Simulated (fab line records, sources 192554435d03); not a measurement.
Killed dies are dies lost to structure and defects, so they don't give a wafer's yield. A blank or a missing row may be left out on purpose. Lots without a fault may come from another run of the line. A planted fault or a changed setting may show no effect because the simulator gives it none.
Chamber matching | flow n5_finfet | N5_PMOS_HMC_CHANNEL_EPI_STRIP_33 on rie_diel-01: 4 sister chambers
The step strips in N2/H2. 16 wafers are shown with their chamber, then 8 later ones without.

WAFERS WITH THEIR CHAMBER
wafer  | chamber | showerhead_plenum_p_Torr (Torr) | throttle_valve_pct (%) | h2_flow_sccm (sccm)
L074.3 | 1       | 3.42                            | 18.9                   | 301.0
L074.5 | 2       | 3.38                            | 19.1                   | 300.6
L074.6 | 0       | 3.45                            | 19.1                   | 301.3
L075.3 | 2       | 3.38                            | 19.1                   | 298.3
L075.4 | 1       | 3.42                            | 18.9                   | 300.9
L075.6 | 2       | 3.38                            | 19.1                   | 300.1
L080.1 | 2       | 3.37                            | 19.1                   | 299.7
L080.2 | 1       | 3.42                            | 18.5                   | 299.2
L080.4 | 3       | 3.24                            | 18.8                   | 300.2
L083.3 | 0       | 3.44                            | 19.1                   | 301.0
L083.4 | 3       | 3.24                            | 18.9                   | 298.5
L083.5 | 0       | 3.44                            | 19.1                   | 301.0
L087.3 | 0       | 3.44                            | 19.1                   | 301.4
L087.4 | 2       | 3.37                            | 19.1                   | 300.2
L087.5 | 3       | 3.23                            | 18.9                   | 300.4
L088.1 | 1       | 3.41                            | 18.5                   | 301.0

SIGNATURES (means of the wafers above)
reading                  | chamber 0 | chamber 1 | chamber 2 | chamber 3 | scatter within a chamber
showerhead_plenum_p_Torr | 3.4425    | 3.4175    | 3.3760    | 3.2367    | 0.0053
throttle_valve_pct       | 19.100    | 18.700    | 19.100    | 18.867    | 0.118
h2_flow_sccm             | 301.175   | 300.525   | 299.780   | 299.700   | 0.806
Rule: a wafer's distance from a chamber is the root of the sum, over the readings, of the square of ((its reading less the chamber's mean) divided by the reading's scatter). The wafer belongs to the nearest chamber; if the next one is less than 2 further off, it can't be placed. The scatter: the root of (the sum of the squares of (reading less its chamber's mean) over the shown wafers, divided by (wafers less chambers)).

WAFERS WITHOUT THEIR CHAMBER
wafer  | showerhead_plenum_p_Torr (Torr) | throttle_valve_pct (%) | h2_flow_sccm (sccm)
L088.3 | 3.36                            | 19.1                   | 301.1
L088.5 | 3.36                            | 19.1                   | 300.1
L092.1 | 3.41                            | 18.5                   | 297.1
L092.3 | 3.43                            | 19.1                   | 299.5
L092.4 | 3.36                            | 19.1                   | 300.2
L093.2 | 3.36                            | 19.1                   | 299.7
L093.4 | 3.23                            | 18.9                   | 300.4
L093.5 | 3.23                            | 18.9                   | 300.7

WHICH CHAMBER EACH WENT THROUGH
wafer  | from the rows above     | in truth
L088.3 | 2                       | 2
L088.5 | 2                       | 2
L092.1 | 1                       | 1
L092.3 | can't be placed: 0 or 1 | 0
L092.4 | 2                       | 2
L093.2 | 2                       | 2
L093.4 | 3                       | 3
L093.5 | 3                       | 3
Placed correctly: 7 of 8. Can't be placed from these rows: 1 (the true chamber is among the candidates in 1). Placed wrongly: 0.
